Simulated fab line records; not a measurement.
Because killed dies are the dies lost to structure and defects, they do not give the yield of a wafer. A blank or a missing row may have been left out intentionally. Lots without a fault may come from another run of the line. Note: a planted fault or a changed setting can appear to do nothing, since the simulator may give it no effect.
One fault through the eyes of 2 desks	flow nand-harc	numbers are kept per desk, each desk with only its own; the story behind them comes last

== THE METROLOGY DESK ==
Lot by lot, what the gauges showed, no matter which tool ran the lot: averages of those sampled wafers that carry a number. Marked OUT: a lot whose mean sits more than 4 standard deviations from the usual mean, which makes it out of limits; the brackets give that distance.
Columns: A = thk-nm at NHARC_A_ONON_D2_THK_MEAS_24, usual 1005 nm; B = cd-nm at NHARC_A_CHANNEL_HOLE_D2_CD_MEAS_10, usual 100.0 nm; C = overlay-x-nm at NHARC_A_CHANNEL_HOLE_D2_OVL_MEAS_11, usual 0.0 nm; D = overlay-y-nm at NHARC_A_CHANNEL_HOLE_D2_OVL_MEAS_11, usual -0.2 nm; E = cd-nm at NHARC_A_CHANNEL_HOLE_D2_CD_MEAS_31, usual 90.0 nm
lot	first seen here	A	B	C	D	E
L999	day 13 05:24	1006	99.9	0.7	-0.3	89.2
L100	day 14 01:00	999	100.0	0.5	0.2	89.8
L101	day 14 01:00	1003	99.6	-0.6	0.2	89.8
L103	day 14 16:08	998	100.0	-0.7	1.0	90.4
L102	day 14 22:23	1007	99.8	-0.5	-0.7	90.3
L104	day 15 13:47	1001	100.1	0.4	0.3	90.2
L105	day 15 13:47	1001	100.6	0.8	-1.1	90.9
L111	day 18 01:20	1001	99.7	-0.0	0.6	90.4
L112	day 19 00:21	1001	100.1	-0.9	-0.7	0.7 (-81) OUT
L113	day 19 04:15	1019	99.7	0.7	0.6	0.7 (-81) OUT
L114	day 19 20:35	1019	99.9	-1.0	-0.3	90.1
L120	day 21 17:19	1018	100.0	0.0	-1.4	90.6
This desk's verdict: out of limits on L112, L113, starting with L112 at day 19 15:38 (cd-nm at NHARC_A_CHANNEL_HOLE_D2_CD_MEAS_31). Within limits: L999, L100, L101, L103, L102, L104, L105, L111, L114, L120.

== FOR THE TOOL OWNER'S DESK: har-etch-01 ==
The tool's own readings at NHARC_A_CHANNEL_HOLE_D2_ETCH_20 (etches the open film in C4F8/O2/Ar, time 361.9 s, target depth 1600 nm): means of the sampled wafers that have a number, for each lot that ran on this tool. Marked OUT: a lot whose mean sits more than 4 standard deviations from the usual mean, which makes it out of limits; the brackets give that distance.
Columns: A = c4f8-flow-sccm at NHARC_A_CHANNEL_HOLE_D2_ETCH_20, usual 89.29 sccm; B = chamber-pressure-mTorr at NHARC_A_CHANNEL_HOLE_D2_ETCH_20, usual 20.000 mTorr; C = drypump-motor-current-A at NHARC_A_CHANNEL_HOLE_D2_ETCH_20, usual 6.1 A; D = showerhead-plenum-p-Torr at NHARC_A_CHANNEL_HOLE_D2_ETCH_20, usual 3.63 Torr; E = throttle-valve-pct at NHARC_A_CHANNEL_HOLE_D2_ETCH_20, usual 32.155 %
lot	first seen here	A	B	C	D	E
L101	day 14 09:01	89.01	20.006	6.0	3.62	32.163
L102	day 15 10:35	89.17	19.998	5.8	3.65	32.147
L104	day 15 23:05	89.30	20.002	6.0	3.61	32.167
L111	day 18 08:08	89.48	19.992	6.0	3.59	32.146
L120	day 22 04:34	89.12	19.990	6.2	3.52	32.160
This desk's finding: nothing out of limits on any of the 5 lots.

== TAKEN TOGETHER ==
An alarm was possible from the metrology desk at day 19 15:38, on L112, L113.
Nothing out of limits was seen by the tool owner's desk.
The tool owner's desk has no number on record for L112, L113.
NHARC_A_CHANNEL_HOLE_D2_ETCH_20 was run on har-etch-01 by each of the lots named.

== WHAT THE SIMULATOR HAD PUT IN ==
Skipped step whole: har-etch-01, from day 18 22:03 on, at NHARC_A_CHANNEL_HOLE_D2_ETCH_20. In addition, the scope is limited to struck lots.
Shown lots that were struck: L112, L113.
Per desk, hours elapsed from the start of the fault to the first reading out of limits: for the metrology desk, 18.
